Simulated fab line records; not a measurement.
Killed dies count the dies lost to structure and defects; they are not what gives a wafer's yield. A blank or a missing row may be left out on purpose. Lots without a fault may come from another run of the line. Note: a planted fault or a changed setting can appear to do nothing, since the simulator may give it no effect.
Chamber matching	flow n5Finfet	N5_BEOL_M15_ETCH_61 on rieDiel-06 has 4 sister chambers
The step etches BARC in N2/H2, target depth 89 nm, overetch 26.7 nm, time 67.9 s. 22 wafers are shown with their chamber, then 11 later ones without.

WAFERS WITH THEIR CHAMBER
wafer	chamber	throttleValvePct (%)	drypumpMotorCurrentA (A)	showerheadPlenumPTorr (Torr)
L076.1	1	17.53	5.5	2.53
L076.4	0	17.77	5.6	2.47
L076.6	3	18.21	5.3	2.62
L075.1	2	18.20	6.2	2.50
L075.3	1	17.55	5.5	2.53
L075.4	0	17.76	5.6	2.47
L083.1	0	17.77	5.6	2.47
L083.2	3	18.22	5.3	2.61
L083.4	2	18.22	6.2	2.50
L085.1	2	18.23	6.2	2.49
L085.3	3	18.23	5.2	2.61
L085.4	1	17.57	5.5	2.53
L088.1	3	18.22	5.2	2.61
L088.3	0	17.78	5.6	2.47
L088.4	1	17.57	5.5	2.53
L087.2	1	17.55	5.5	2.53
L087.4	3	18.23	5.3	2.61
L087.6	1	17.56	5.5	2.53
L089.1	2	18.25	6.2	2.49
L089.3	1	17.57	5.5	2.52
L089.6	0	17.82	5.6	2.46
L092.1	2	18.24	6.3	2.49

SIGNATURES (averages over the wafers above)
reading	chamber 0	chamber 1	chamber 2	chamber 3	scatter within a chamber
throttleValvePct	17.7800	17.5571	18.2280	18.2220	0.0172
drypumpMotorCurrentA	5.600	5.500	6.220	5.260	0.0333
showerheadPlenumPTorr	2.4680	2.5286	2.4940	2.6120	0.00451
Rule: for a wafer and a chamber, the distance is found by dividing, reading by reading, the gap between the wafer's reading and the chamber's mean by the reading's scatter, squaring, summing and taking the root. If the next closest chamber is less than 2 further off than the closest, the wafer can't be placed; otherwise it belongs to the closest. The scatter is the square root of a quotient: the sum, over the shown wafers, of each reading's squared deviation from its chamber's mean, divided by wafers minus chambers.

WAFERS MISSING THEIR CHAMBER
wafer	throttleValvePct (%)	drypumpMotorCurrentA (A)	showerheadPlenumPTorr (Torr)
L092.4	17.81	5.6	2.46
L092.5	17.79	5.6	2.46
L095.2	17.59	5.5	2.52
L095.3	17.83	5.6	2.46
L095.4	17.83	5.2	2.60
L093.3	17.85	5.2	2.60
L093.4	17.59	5.5	2.52
L093.5	17.82	5.7	2.46
L097.2	17.57	5.5	2.52
L097.3	17.84	5.2	2.60
L097.4	17.83	5.2	2.60

WHICH CHAMBER EACH ONE RAN IN
wafer	from the rows above	in truth
L092.4	0	0
L092.5	0	0
L095.2	1	1
L095.3	0	0
L095.4	can't be placed: 3 or 1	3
L093.3	3	3
L093.4	1	1
L093.5	0	0
L097.2	1	1
L097.3	3	3
L097.4	can't be placed: 3 or 1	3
Correct placement for 9 of the 11. These rows do not allow placing 2 (true chamber among the candidates in 2). Number placed wrongly: 0.
